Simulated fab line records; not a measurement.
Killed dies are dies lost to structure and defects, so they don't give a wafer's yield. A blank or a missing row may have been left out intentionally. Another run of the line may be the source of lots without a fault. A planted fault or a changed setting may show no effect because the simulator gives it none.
fab line records -- flow n5_finfet
record lots=7, wafers=19, last_day=18
route steps=1938 shown BEOL_M9@1448
lots that met no fault: taken from a fault-free run of the same line
start_h: the number of hours between the record's first day and the start of the first shown wafer of the lot -- wait_h: hours from the lot's prior step to this one -- " the same as in the row above -- L1.1+2: one row covering several wafers at once -- - no value, or no start was given -- * or withheld: withheld -- < > ~ a bound
route shown NAME@n: names a module that has steps shown in the file, with the first one's number in the route -- usual: average and standard deviation across the fault-free wafers -- same: alike in all rows -- chamber/n: place in a boat -- sites: per-site readings -- _std_site: standard deviation across them -- _edge_site: mean of outer sites minus mean of inner sites -- radius_mm: for every site, how far away it sits from the centre of the wafer -- mask NAME#n: copy n -- behind: tool/chamber where the wafer was last shaped -- hold: the reason the lot was held/the length of the hold in hours/how it ended -- device: names the non-switching transistor (n, p or np) -- end of line: at the end of the route, the tests of the same wafers -- a step with no rows: only its recipe -- killed: at the first sort, the dies lost to defects and structure; wafer yield is something else -- map: the dies of a wafer, with x for killed, . for not killed, _ for no die there
set.NAME: the run value of the setting; set.NAME@STEP: its run value at that earlier step -- model.NAME: the simulator's own value behind a step, which no gauge read
lots at selected steps of the route; one table per step, one row per wafer
services: when a tool's chamber went out of use (start_h, in hours from the record's first day, below 0 if earlier), for how many hours, and the reason
## steps
# step N5_BEOL_M9_STRIP_80
# recipe chemistry=N2/H2, time_s=10, power_w=450, temp_c=40, pressure_mtorr=20, rf_frequency_hz=6e+07, bias_power_w=7, n2_flow_sccm=200, h2_flow_sccm=200
# usual drypump_motor_current_A=5.80/0.25, oes_product_au=0.78/0.08, rf_vpp_V=59.3/0.9, showerhead_plenum_p_Torr=2.55/0.075, throttle_valve_pct=23.6/0.41
lot.wafer,tool,chamber,start_h,wait_h,drypump_motor_current_A,oes_product_au,rf_hours_counter_h,rf_vpp_V,showerhead_plenum_p_Torr,throttle_valve_pct
L763.2,rie_diel-06,0,-,-,6.08,0.70,224,60.4,2.50,23.5
L763.4,rie_diel-06,1,-,-,5.42,0.75,168,59.1,2.64,24.0
L763.6,rie_diel-06,3,-,-,5.86,0.85,-,60.2,2.46,23.0
L766.2,rie_diel-05,0,-,-,5.66,0.92,19,58.4,2.59,23.2
L766.4,rie_diel-05,1,-,-,5.88,0.68,226,59.2,2.61,24.1
L769.2,rie_diel-05,3,-,-,5.62,0.84,45,59.4,2.57,23.5
L769.4,rie_diel-05,1,-,-,5.94,0.68,235,59.2,2.61,24.1
L768.4,rie_diel-05,3,-,-,5.62,0.85,46,59.6,2.57,23.5
L768.5,rie_diel-05,0,-,-,5.63,0.90,-,59.3,2.59,23.2
L768.6,rie_diel-05,3,-,-,5.63,0.86,-,59.1,2.57,23.5
L779.1,rie_diel-03,0,-,-,5.60,0.84,89,59.9,2.58,24.0
L779.3,rie_diel-03,3,-,-,5.47,0.75,166,57.7,2.45,24.1
L779.6,rie_diel-03,0,-,-,5.61,0.83,-,59.2,2.58,24.0
L778.1,rie_diel-06,1,-,-,5.42,0.73,189,61.5,2.63,24.0
L778.3,rie_diel-06,3,-,-,5.86,0.81,90,59.2,2.45,23.0
L778.5,rie_diel-06,3,-,-,5.90,0.82,-,59.6,2.45,23.0
L783.1,rie_diel-03,3,-,-,5.46,0.75,178,57.3,2.45,24.1
L783.4,rie_diel-03,0,-,-,5.62,0.83,100,58.8,2.58,24.0
L783.6,rie_diel-03,2,-,-,5.69,0.81,-,60.1,2.66,23.2
# step N5_BEOL_M9_OCD_MEAS_38
# usual trench_depth_nm=151.1/2.9
lot.wafer,tool,chamber,start_h,wait_h,trench_depth_nm
L763.2,ocd-02,-,224.44,-,151.3
L763.4,ocd-02,-,224.44,-,152.4
L763.6,ocd-02,-,224.44,-,153.2
L766.2,ocd-01,-,236.98,-,150.8
L766.4,ocd-01,-,236.98,-,150.5
L769.2,ocd-02,-,259.42,-,153.2
L769.4,ocd-02,-,259.42,-,149.9
L768.4,ocd-02,-,261.53,-,152.7
L768.5,ocd-02,-,261.53,-,150.8
L768.6,ocd-02,-,261.53,-,153.2
L779.1,ocd-01,-,330.77,-,153.3
L779.3,ocd-01,-,330.77,-,150.1
L779.6,ocd-01,-,330.77,-,153.5
L778.1,ocd-02,-,330.81,-,149.9
L778.3,ocd-02,-,330.81,-,149.8
L778.5,ocd-02,-,330.81,-,151.0
L783.1,ocd-02,-,373.41,-,149.8
L783.4,ocd-02,-,373.41,-,153.8
L783.6,ocd-02,-,373.41,-,153.5
# step N5_BEOL_M9_HM_STRIP_39
# recipe chemistry=peroxide_tin_strip, material=TiN, target_depth_a=250, temp_c=50, time_s=158
# step N5_BEOL_M9_SRD_40
# recipe time_s=30, temp_c=23, rinse_liquid=diw, dry=ipa_marangoni
# step N5_BEOL_M9_PRECLEAN_42
# recipe chemistry=residue_remover, time_s=60, temp_c=40
# step N5_BEOL_M9_SRD_43
# recipe time_s=30, temp_c=23, rinse_liquid=diw, dry=ipa_marangoni
# step N5_BEOL_M9_CD_MEAS_35
# recipe target_cd_nm=70, target_cd_y_nm=40, polarity=opening
# usual cd_nm=69.8/0.63
lot.wafer,tool,chamber,start_h,wait_h,cd_nm
L763.2,cd_sem-01,-,224.59,0.0,71.0
L763.4,cd_sem-01,-,224.59,0.0,70.6
L763.6,cd_sem-01,-,224.59,0.0,70.4
L766.2,cd_sem-02,-,237.15,0.0,69.8
L766.4,cd_sem-02,-,237.15,0.0,70.1
L769.2,cd_sem-03,-,259.57,0.0,70.0
L769.4,cd_sem-03,-,259.57,0.0,70.6
L768.4,cd_sem-02,-,261.68,0.0,69.2
L768.5,cd_sem-02,-,261.68,0.0,69.5
L768.6,cd_sem-02,-,261.68,0.0,68.8
L779.1,cd_sem-03,-,330.92,0.0,69.4
L779.3,cd_sem-03,-,330.92,0.0,69.9
L779.6,cd_sem-03,-,330.92,0.0,70.0
L778.1,cd_sem-01,-,330.96,0.0,69.5
L778.3,cd_sem-01,-,330.96,0.0,70.1
L778.5,cd_sem-01,-,330.96,0.0,68.9
L783.1,cd_sem-01,-,373.56,0.0,70.0
L783.4,cd_sem-01,-,373.56,0.0,69.5
L783.6,cd_sem-01,-,373.56,0.0,70.8
# step N5_BEOL_M9_CURE_72
# recipe temp_c=370, time_s=120, ambient=DMADMS/He, material=SiCOH_lowk
# usual lamp_power_pct=52.31/0.055, wafer_temp_C_max=371.7/0.66
lot.wafer,tool,chamber,start_h,wait_h,lamp_power_pct,wafer_temp_C_max
L763.2,uv_cure-01,1,224.68,0.1,52.22,371.7
L763.4,uv_cure-01,1,224.68,0.1,52.39,372.0
L763.6,uv_cure-01,1,224.68,0.1,52.34,371.7
L766.2,uv_cure-02,2,237.24,0.1,52.23,371.7
L766.4,uv_cure-02,2,237.24,0.1,52.31,371.7
L769.2,uv_cure-02,0,259.66,0.1,52.31,373.1
L769.4,uv_cure-02,0,259.66,0.1,52.33,372.7
L768.4,uv_cure-03,1,261.87,0.2,52.24,372.0
L768.5,uv_cure-03,1,261.87,0.2,52.29,371.1
L768.6,uv_cure-03,1,261.87,0.2,52.33,372.0
L779.1,uv_cure-01,0,330.97,0.0,52.37,371.0
L779.3,uv_cure-01,0,330.97,0.0,52.29,371.1
L779.6,uv_cure-01,0,330.97,0.0,52.33,370.9
L778.1,uv_cure-02,1,331.01,0.0,52.24,370.6
L778.3,uv_cure-02,1,331.01,0.0,52.30,371.0
L778.5,uv_cure-02,1,331.01,0.0,52.26,370.4
L783.1,uv_cure-02,1,373.73,0.2,52.30,371.1
L783.4,uv_cure-02,1,373.73,0.2,52.23,371.0
L783.6,uv_cure-02,1,373.73,0.2,52.30,371.3
# step N5_BEOL_M9_DEGAS_44
# recipe ambient=vacuum, temp_c=250, time_s=60
# usual heater_power_w=333/32, susceptor_temp_C=250.01/0.17
lot.wafer,tool,chamber,start_h,wait_h,heater_power_w,susceptor_temp_C
L763.2,pvd_sputter-01,-,225.30,0.6,311,249.97
L763.4,pvd_sputter-01,-,225.30,0.6,338,249.92
L763.6,pvd_sputter-01,-,225.30,0.6,345,250.01
L766.2,pvd_sputter-02,-,237.73,0.4,343,249.72
L766.4,pvd_sputter-02,-,237.73,0.4,311,249.90
L769.2,pvd_sputter-01,-,260.13,0.4,301,249.89
L769.4,pvd_sputter-01,-,260.13,0.4,343,250.08
L768.4,pvd_sputter-02,-,262.20,0.3,317,249.97
L768.5,pvd_sputter-02,-,262.20,0.3,338,250.06
L768.6,pvd_sputter-02,-,262.20,0.3,290,250.19
L779.1,pvd_sputter-03,-,331.30,0.3,414,250.21
L779.3,pvd_sputter-03,-,331.30,0.3,314,250.14
L779.6,pvd_sputter-03,-,331.30,0.3,316,250.21
L778.1,pvd_sputter-03,-,331.74,0.7,307,250.01
L778.3,pvd_sputter-03,-,331.74,0.7,413,250.11
L778.5,pvd_sputter-03,-,331.74,0.7,404,249.96
L783.1,pvd_sputter-02,-,374.27,0.5,286,250.17
L783.4,pvd_sputter-02,-,374.27,0.5,328,249.63
L783.6,pvd_sputter-02,-,374.27,0.5,333,249.86
# step N5_BEOL_M9_PRE_CLEAN_45
# recipe gas=H2/He, time_s=30, temp_c=250
# usual heater_power_w=332/33, susceptor_temp_C=250.00/0.19
lot.wafer,tool,chamber,start_h,wait_h,heater_power_w,susceptor_temp_C
L763.2,pvd_sputter-01,-,225.34,0.0,313,250.25
L763.4,pvd_sputter-01,-,225.34,0.0,342,249.96
L763.6,pvd_sputter-01,-,225.34,0.0,333,249.92
L766.2,pvd_sputter-02,-,237.77,0.0,339,250.32
L766.4,pvd_sputter-02,-,237.77,0.0,314,249.87
L769.2,pvd_sputter-01,-,260.17,0.0,310,249.88
L769.4,pvd_sputter-01,-,260.17,0.0,342,249.99
L768.4,pvd_sputter-02,-,262.24,0.0,310,250.29
L768.5,pvd_sputter-02,-,262.24,0.0,344,250.31
L768.6,pvd_sputter-02,-,262.24,0.0,289,250.51
L779.1,pvd_sputter-03,-,331.34,0.0,400,249.83
L779.3,pvd_sputter-03,-,331.34,0.0,310,249.67
L779.6,pvd_sputter-03,-,331.34,0.0,310,249.72
L778.1,pvd_sputter-03,-,331.78,0.0,302,250.16
L778.3,pvd_sputter-03,-,331.78,0.0,403,250.01
L778.5,pvd_sputter-03,-,331.78,0.0,405,249.71
L783.1,pvd_sputter-02,-,374.31,0.0,280,250.04
L783.4,pvd_sputter-02,-,374.31,0.0,325,250.23
L783.6,pvd_sputter-02,-,374.31,0.0,328,249.98
# step N5_BEOL_M9_ALD_74
# recipe material=TaN, target_thk_a=20, temp_c=275, ald_precursor_family=PDMAT, ald_co_reactant=NH3, pressure_torr=3, carrier_flow_sccm=1500, pulse_time_s=2, purge_time_s=3, co_reactant_purge_time_s=2, co_reactant_pulse_time_s=3, ald_cycles=40, precursor_vessel_temp_c=75, precursor_vessel_pressure_torr=26.25, precursor_vessel_carrier_sccm=1000
# usual heater_power_w=410/37, precursor_vessel_pressure_torr=26.25/0.051, susceptor_temp_C=275.02/0.17
# same co_reactant_pulse_time_s=3
lot.wafer,tool,chamber,start_h,wait_h,heater_power_w,precursor_vessel_pressure_torr,susceptor_temp_C
L763.2,ald_metal-01,1,225.63,0.3,382,26.17,274.93
L763.4,ald_metal-01,2,225.63,0.3,383,26.26,274.77
L763.6,ald_metal-01,3,225.63,0.3,456,26.27,275.07
L766.2,ald_metal-01,3,237.84,0.0,428,26.25,274.83
L766.4,ald_metal-01,1,237.84,0.0,392,26.36,274.84
L769.2,ald_metal-01,2,260.46,0.3,386,26.23,275.09
L769.4,ald_metal-01,1,260.46,0.3,380,26.16,274.76
L768.4,ald_metal-01,3,262.30,0.0,439,26.24,274.87
L768.5,ald_metal-01,1,262.30,0.0,395,26.30,275.13
L768.6,ald_metal-01,0,262.30,0.0,465,26.20,275.03
L779.1,ald_metal-03,1,331.40,0.0,383,26.28,274.95
L779.3,ald_metal-03,0,331.40,0.0,358,26.30,274.99
L779.6,ald_metal-03,2,331.40,0.0,418,26.33,275.28
L778.1,ald_metal-01,1,331.89,0.1,400,26.27,275.12
L778.3,ald_metal-01,0,331.89,0.1,460,26.33,275.07
L778.5,ald_metal-01,1,331.89,0.1,391,26.24,274.62
L783.1,ald_metal-01,1,374.57,0.2,391,26.25,275.21
L783.4,ald_metal-01,2,374.57,0.2,373,26.26,275.19
L783.6,ald_metal-01,0,374.57,0.2,459,26.30,274.91
# step N5_BEOL_M9_SURFACE_TREAT_79
# recipe gas=Ar, time_s=*, ion_energy_ev=*, ion_current_ma_cm2=0.5, pressure_mtorr=*, ar_flow_sccm=30
# step N5_BEOL_M9_CVD_78
# recipe material=Co, target_thk_a=20, temp_c=withheld, precursor=CCTBA/H2, pressure_torr=30, time_s=138.9
# usual run_length_s=161.8/0.54
lot.wafer,tool,chamber,start_h,wait_h,run_length_s
L763.2,cvd_co-01,2,227.19,0.3,162.5
L763.4,cvd_co-01,1,227.19,0.3,162.9
L763.6,cvd_co-01,2,227.19,0.3,162.8
L766.2,cvd_co-01,0,238.24,0.0,161.5
L766.4,cvd_co-01,0,238.24,0.0,115.8
L769.2,cvd_co-01,1,261.40,0.1,161.8
L769.4,cvd_co-01,0,261.40,0.1,115.7
L768.4,cvd_co-01,1,262.70,0.1,116.4
L768.5,cvd_co-01,2,262.70,0.1,162.0
L768.6,cvd_co-01,0,262.70,0.1,161.7
L779.1,cvd_co-02,1,331.89,0.2,162.6
L779.3,cvd_co-02,0,331.89,0.2,162.1
L779.6,cvd_co-02,2,331.89,0.2,160.9
L778.1,cvd_co-02,0,332.38,0.0,162.3
L778.3,cvd_co-02,2,332.38,0.0,161.2
L778.5,cvd_co-02,0,332.38,0.0,162.7
L783.1,cvd_co-02,2,375.00,0.1,161.0
L783.4,cvd_co-02,1,375.00,0.1,162.3
L783.6,cvd_co-02,0,375.00,0.1,162.2
# step N5_BEOL_M9_SPUTTER_48
# recipe material=Cu, target_thk_a=120, temp_c=-20, bias_v=60, power_w=26000, chamber_pressure_pa=0.13, time_s=2
## services
tool,chamber,start_h,hours,kind
rie_diel-05,-,215.61,0.7,repair
cvd_co-01,2,231.13,12.4,repair
uv_cure-01,-,238.74,3.4,pm
rie_diel-05,3,239.24,9.6,repair
rie_diel-06,2,252.13,10.8,repair
rie_diel-06,0,256.55,7.3,repair
rie_diel-06,1,257.61,3.4,repair
rie_diel-03,1,264.32,8.9,repair
rie_diel-05,-,264.84,14.6,pm
uv_cure-02,-,271.07,1.5,repair
pvd_sputter-01,-,272.12,7.8,repair
rie_diel-06,3,291.33,1.9,repair
ald_metal-01,-,298.52,1.6,repair
uv_cure-01,-,305.86,2.8,pm
rie_diel-05,1,312.03,4.2,repair
ald_metal-01,2,326.35,6.2,repair
rie_diel-05,-,329.63,7.5,repair
ald_metal-01,-,337.25,14.0,pm
pvd_sputter-01,-,353.12,1.8,repair
uv_cure-01,-,357.97,2.7,repair
cvd_co-01,-,358.06,1.3,repair
rie_diel-05,3,365.69,3.9,repair
uv_cure-01,-,365.97,0.2,repair
rie_diel-06,0,369.06,18.3,repair
## key
first_sign step=N5_BEOL_M9_CVD_78, reading=run_length_s, direction=down, sigmas=85, usual=*, struck=*
effect none on later readings
met_at N5_BEOL_M9_CVD_78
struck_wafers L766.4,L768.4,L769.4
onset_between 227.19 238.24
fault kind=process_parameter_drift, tool=cvd_co-01, chamber=-, onset_h=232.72, steps=N5_BEOL_M9_CVD_78, channel=time_s, offset=*, shape=step, end_h=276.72, scope=struck_wafers_only, acts_in=*, stated=*
